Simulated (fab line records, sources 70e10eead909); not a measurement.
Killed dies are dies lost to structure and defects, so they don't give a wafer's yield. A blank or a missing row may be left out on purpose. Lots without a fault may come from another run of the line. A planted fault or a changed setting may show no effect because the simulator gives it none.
fab line records | flow nand_harc
record lots=14 wafers=40 last_day=25
route steps=1159 shown P_BONDPAD@377 A_ZERO_WELL@401 A_ONON_D1@440 A_CHANNEL_HOLE_D1@464 END@1159
lots that met no fault: from a run of the same line without faults
start_h: hours from the record's first day to the start of the lot's first wafer shown | wait_h: hours since the lot's step before | " the same as in the row above | L1.1+2: a row that stands for several wafers | - no value, or no start given | * or withheld: withheld | < > ~ a bound
route shown NAME@n: a module of which the file shows steps, and the number in the route of the first | usual: mean/standard deviation of fault-free wafers | same: alike in all rows | chamber/n: place in a boat | sites: the reading at each site | _std_site: their standard deviation | _edge_site: outer sites' mean less inner sites' | radius_mm: how far each site lies from the wafer's centre | mask NAME#n: copy n | behind: the tool/chamber that last shaped the wafer | hold: why the lot was held/for how many hours/how that ended | device: the transistor (n, p or np) that didn't switch | end of line: the same wafers' tests at the end of the route | a step without rows: its recipe alone | killed: dies lost to structure and defects at the first sort, not the wafer's yield | map: a wafer's dies, x killed, . not, _ none there
set.NAME: the setting as run; set.NAME@STEP: as run at that earlier step | model.NAME: the simulator's own value behind a step, which no gauge read
steps of the route over a sample of lots; a table a step, a row a wafer
services: from which hour (start_h, from the record's first day; less than 0 if before it) a tool's chamber was out of use, for how many hours, and why
## steps
# step NHARC_P_BONDPAD_PVD_27
# recipe target_thk_a=300 chamber_pressure_pa=5 power_w=5000 substrate_temp_c=30 time_s=20.49 material=Cu
# usual throttle_valve_pct=30.2/0.42
# columns lot.wafer tool chamber start_h wait_h throttle_valve_pct
L286.4 pvd_sputter-03 - - - 30.6
L286.1 " - " " 30.0
L286.5 " - " " 30.2
L287.3 pvd_sputter-02 - - - 30.1
L287.2 " - " " 29.5
L287.5 " - " " 30.1
L289.1 pvd_sputter-02 - - - 29.4
L289.6 " - " " 29.6
L289.5 " - " " 30.0
L288.1 pvd_sputter-01 - - - 30.4
L288.2 " - " " 30.2
L288.3 " - " " 31.2
L290.2 pvd_sputter-03 - - - 29.9
L290.1 " - " " 30.5
L290.3 " - " " 30.3
L292.2 pvd_sputter-02 - - - 30.1
L292.5 " - " " 30.1
L292.6 " - " " 29.8
L294.1 pvd_sputter-02 - - - 30.0
L294.3 " - " " 30.5
L294.6 " - " " 29.9
L296.3 pvd_sputter-03 - - - 30.3
L296.6 " - " " 30.3
L300.1 pvd_sputter-03 - - - 29.5
L300.6 " - " " 30.2
L302.2 pvd_sputter-02 - - - 29.5
L302.6 " - " " 30.6
L302.5 " - " " 29.6
L305.1 pvd_sputter-03 - - - 29.9
L305.4 " - " " 30.6
L305.6 " - " " 30.5
L306.3 pvd_sputter-01 - - - 30.9
L306.5 " - " " 30.6
L306.6 " - " " 30.1
L307.2 pvd_sputter-01 - - - 30.3
L307.4 " - " " 31.0
L307.1 " - " " 30.6
L308.3 pvd_sputter-02 - - - 30.6
L308.4 " - " " 29.4
L308.2 " - " " 29.3
# step NHARC_A_ZERO_WELL_CD_MEAS_10
# recipe target_cd_nm=2000 landing_energy_ev=500
# usual cd_nm=1999.5/2.4
# columns lot.wafer tool chamber start_h wait_h cd_nm
L286.1 cd_sem-01 0 142.59 - 1999.2
L286.4 " 0 " " 1998.8
L286.5 " 0 " " 2001.6
L287.2 cd_sem-02 0 144.54 - 2000.2
L287.3 " 0 " " 2000.3
L287.5 " 0 " " 2001.4
L289.1 cd_sem-02 0 155.95 - 2002.7
L289.5 " 0 " " 2000.0
L289.6 " 0 " " 2001.6
L288.1 cd_sem-03 0 157.72 - 2002.7
L288.2 " 0 " " 2000.5
L288.3 " 0 " " 2004.0
L290.1 cd_sem-01 0 165.56 - 1999.4
L290.2 " 0 " " 2000.4
L290.3 " 0 " " 1997.7
L292.2 cd_sem-01 0 182.09 - 2002.4
L292.5 " 0 " " 1999.6
L292.6 " 0 " " 1998.9
L294.1 cd_sem-03 0 192.98 - 1996.6
L294.3 " 0 " " 1995.4
L294.6 " 0 " " 1998.0
L296.3 cd_sem-03 0 216.87 - 1999.0
L296.6 " 0 " " 1999.5
L300.1 cd_sem-02 0 228.97 - 2000.8
L300.6 " 0 " " 2000.8
L302.2 cd_sem-03 0 238.00 - 1997.7
L302.5 " 0 " " 1998.3
L302.6 " 0 " " 1996.6
L305.1 cd_sem-02 0 242.81 - 1997.1
L305.4 " 0 " " 1996.0
L305.6 " 0 " " 1996.7
L306.3 cd_sem-01 0 258.46 - 2004.4
L306.5 " 0 " " 2000.7
L306.6 " 0 " " 2004.1
L307.1 cd_sem-03 0 259.53 - 1999.1
L307.2 " 0 " " 2001.0
L307.4 " 0 " " 2001.4
L308.2 cd_sem-03 0 273.89 - 1997.1
L308.3 " 0 " " 1997.3
L308.4 " 0 " " 1996.7
# step NHARC_A_ONON_D1_DEP_22
# recipe target_thk_a=10000 n2_flow_sccm=2750 n2o_flow_sccm=2000 nh3_flow_sccm=500 sih4_flow_sccm=210 temp_c=400
# columns lot.wafer tool chamber start_h wait_h
L286.1+4+5 pecvd_onon-02 0 177.37 0.1
L287.2+3+5 pecvd_onon-03 0 177.43 0.1
L289.1+5+6 pecvd_onon-03 0 192.36 0.1
L288.1+2+3 pecvd_onon-02 0 192.38 0.1
L290.1+2+3 pecvd_onon-03 0 199.67 0.1
L292.2+5+6 pecvd_onon-02 0 216.24 0.1
L294.1+3+6 pecvd_onon-03 0 229.22 0.1
L296.3+6 pecvd_onon-02 0 251.45 0.2
L300.1+6 pecvd_onon-02 0 262.56 0.1
L302.2+5+6 pecvd_onon-01 0 270.56 0.1
L305.1+4+6 pecvd_onon-03 0 276.56 0.1
L307.1+2+4 pecvd_onon-01 0 293.60 0.1
L306.3+5+6 pecvd_onon-03 0 293.71 0.2
L308.2+3+4 pecvd_onon-03 0 311.87 0.1
# step NHARC_A_ONON_D1_THK_MEAS_24
# recipe thk_meas_gauge=ellipsometry
# usual thk_nm=999/10
# columns lot.wafer tool chamber start_h wait_h thk_nm
L287.2 film_metro-02 - 177.88 - 998
L287.3 " - " " 998
L287.5 " - " " 1000
L286.1 film_metro-01 - 177.88 - 995
L286.4 " - " " 995
L286.5 " - " " 995
L289.1 film_metro-02 - 192.87 - 995
L289.5 " - " " 994
L289.6 " - " " 992
L288.1 film_metro-01 - 192.90 - 1000
L288.2 " - " " 999
L288.3 " - " " 998
L290.1 film_metro-01 - 200.19 - 985
L290.2 " - " " 986
L290.3 " - " " 987
L292.2 film_metro-02 - 216.72 - 995
L292.5 " - " " 997
L292.6 " - " " 996
L294.1 film_metro-01 - 229.73 - 1006
L294.3 " - " " 1007
L294.6 " - " " 1006
L296.3 film_metro-01 - 251.85 - 1010
L296.6 " - " " 680
L300.1 film_metro-01 - 263.07 - 1000
L300.6 " - " " 669
L302.2 film_metro-01 - 271.01 - 1008
L302.5 " - " " 1010
L302.6 " - " " 1009
L305.1 film_metro-01 - 277.07 - 994
L305.4 " - " " 996
L305.6 " - " " 998
L306.3 film_metro-02 - 294.11 - 1004
L306.5 " - " " 1004
L306.6 " - " " 1005
L307.1 film_metro-02 - 294.11 - 991
L307.2 " - " " 993
L307.4 " - " " 993
L308.2 film_metro-02 - 312.32 - 1012
L308.3 " - " " 1010
L308.4 " - " " 1010
# step NHARC_A_CHANNEL_HOLE_D1_INSPECT_12
# usual raw_defect_count=5.3/2.4
# columns lot.wafer tool chamber start_h wait_h raw_defect_count
L287.2 defect_inspect-01 - 185.20 0.0 3
L287.3 " - " " 7
L287.5 " - " " 9
L286.1 defect_inspect-02 - 186.17 0.0 4
L286.4 " - " " 6
L286.5 " - " " 7
L288.1 defect_inspect-02 - 197.38 0.0 7
L288.2 " - " " 3
L288.3 " - " " 4
L289.1 defect_inspect-01 - 197.53 0.0 4
L289.5 " - " " 3
L289.6 " - " " 3
L290.1 defect_inspect-02 - 204.75 0.0 6
L290.2 " - " " 4
L290.3 " - " " 6
L292.2 defect_inspect-02 - 222.78 0.0 3
L292.5 " - " " 3
L292.6 " - " " 9
L294.1 defect_inspect-01 - 236.97 0.0 4
L294.3 " - " " 9
L294.6 " - " " 3
L296.3 defect_inspect-02 - 257.02 0.0 5
L300.1 defect_inspect-01 - 269.76 0.0 6
L302.2 defect_inspect-01 - 275.83 0.0 6
L302.5 " - " " 1
L302.6 " - " " 8
L305.1 defect_inspect-01 - 282.40 0.0 9
L305.4 " - " " 7
L305.6 " - " " 5
L306.3 defect_inspect-02 - 299.60 0.0 9
L306.5 " - " " 7
L306.6 " - " " 3
L307.1 defect_inspect-01 - 300.82 0.0 5
L307.2 " - " " 6
L307.4 " - " " 5
L308.2 defect_inspect-02 - 316.87 0.0 6
L308.3 " - " " 4
L308.4 " - " " 7
# step NHARC_END_SORT_01
# recipe temp_c=25
# usual killed_at_array=25/9.2 killed_at_other=0.8/1.2 killed_at_periphery=3.9/2.6 killed_dies=30/9.7 killed_open=3.4/1.9 killed_short=2.0/1.4
# same gross_dies=677
# columns lot.wafer tool chamber start_h wait_h killed_at_array killed_at_other killed_at_periphery killed_dies killed_open killed_short
L296.3 prober-02 0 519.11 3.1 35 2 1 38 4 2
L296.6 prober-02 0 521.54 4.1 674 1 2 677 2 1
L300.1 prober-02 0 536.14 2.5 32 2 4 38 5 2
L300.6 prober-02 0 540.11 4.0 676 0 1 677 5 1
# killed by level:class
L296.3 A_CHANNEL_HOLE_D1:chamber_film_flake=17 A_SLIT:chamber_film_flake=9 A_CONTACT:chamber_film_flake=3 A_M0:geometric_particle:open=2 HYBRID_BOND:chamber_film_flake=2 P_CONTACT:geometric_particle:short=1 A_CHANNEL_HOLE_D1:geometric_particle:open=1 A_SGD_CUT:geometric_particle:short=1
L296.6 A_ONON_D1:area_dep=640 A_CHANNEL_HOLE_D1:chamber_film_flake=17 A_SLIT:chamber_film_flake=11 A_ONON_D1:geometric_particle:open=1 A_CONTACT:geometric_particle:open=1 A_CONTACT:geometric_particle:short=1 P_ZERO_WELL:chamber_film_flake=1 P_GATE:chamber_film_flake=1
L300.1 A_SLIT:chamber_film_flake=12 A_CHANNEL_HOLE_D1:chamber_film_flake=11 THIN_TSV:chamber_film_flake=2 P_CONTACT:geometric_particle:open=1 A_SOURCE_PLATE:geometric_particle:open=1 A_ONON_D1:geometric_particle:short=1 A_CHANNEL_HOLE_D1:geometric_particle:short=1 A_WL_FILL:geometric_particle:open=1
L300.6 A_ONON_D1:area_dep=630 A_CHANNEL_HOLE_D1:chamber_film_flake=24 A_SLIT:chamber_film_flake=13 A_CONTACT:geometric_particle:open=2 A_STAIRCASE:chamber_film_flake=2 P_CONTACT:geometric_particle:open=1 A_WL_FILL:geometric_particle:short=1 A_WL_FILL:geometric_particle:open=1
## services
# columns tool chamber start_h hours kind
pecvd_onon-03 - 153.00 13.0 pm
pvd_sputter-01 - 158.00 10.0 pm
pecvd_onon-01 - 195.00 13.0 pm
pvd_sputter-01 - 247.25 2.6 repair
pvd_sputter-03 - 280.05 10.0 pm
pecvd_onon-02 - 292.10 13.0 pm
## key
first_sign step=NHARC_A_ONON_D1_THK_MEAS_24 reading=thk_nm direction=down sigmas=31 usual=999 struck=674
effect step=NHARC_END_SORT_01 reading=killed_at_array direction=up sigmas=71 usual=25 struck=675
more_kills_born_at NHARC_A_ONON_D1_DEP_22@pecvd_onon-02=1270
met_at NHARC_A_ONON_D1_DEP_22
struck_lots L296,L300
struck_wafers L296.6,L300.6
later_rows_left_out L296.6,L300.6
tester_left_out L296,L300
not_acting_at NHARC_P_BONDPAD_PVD_27,NHARC_A_ZERO_WELL_CD_MEAS_10,NHARC_A_CHANNEL_HOLE_D1_INSPECT_12
onset_between 216.24 251.45
fault kind=process_parameter_drift tool=pecvd_onon-02 chamber=- onset_h=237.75 steps=NHARC_A_ONON_D1_DEP_22 channel=target_thk_a offset=* shape=step end_h=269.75 scope=struck_wafers_only acts_in=* stated=*
# tester_left_out: of these lots the tester's yield and bins aren't shown, on N5 and GAA mostly nor the transistor test; their killed dies are dies lost to structure and defects alone, not to doping, threshold or leakage, so they don't give the yield
# later_rows_left_out: the simulator's readings of these wafers behind a module that went badly wrong aren't trusted and aren't shown, but for the sort
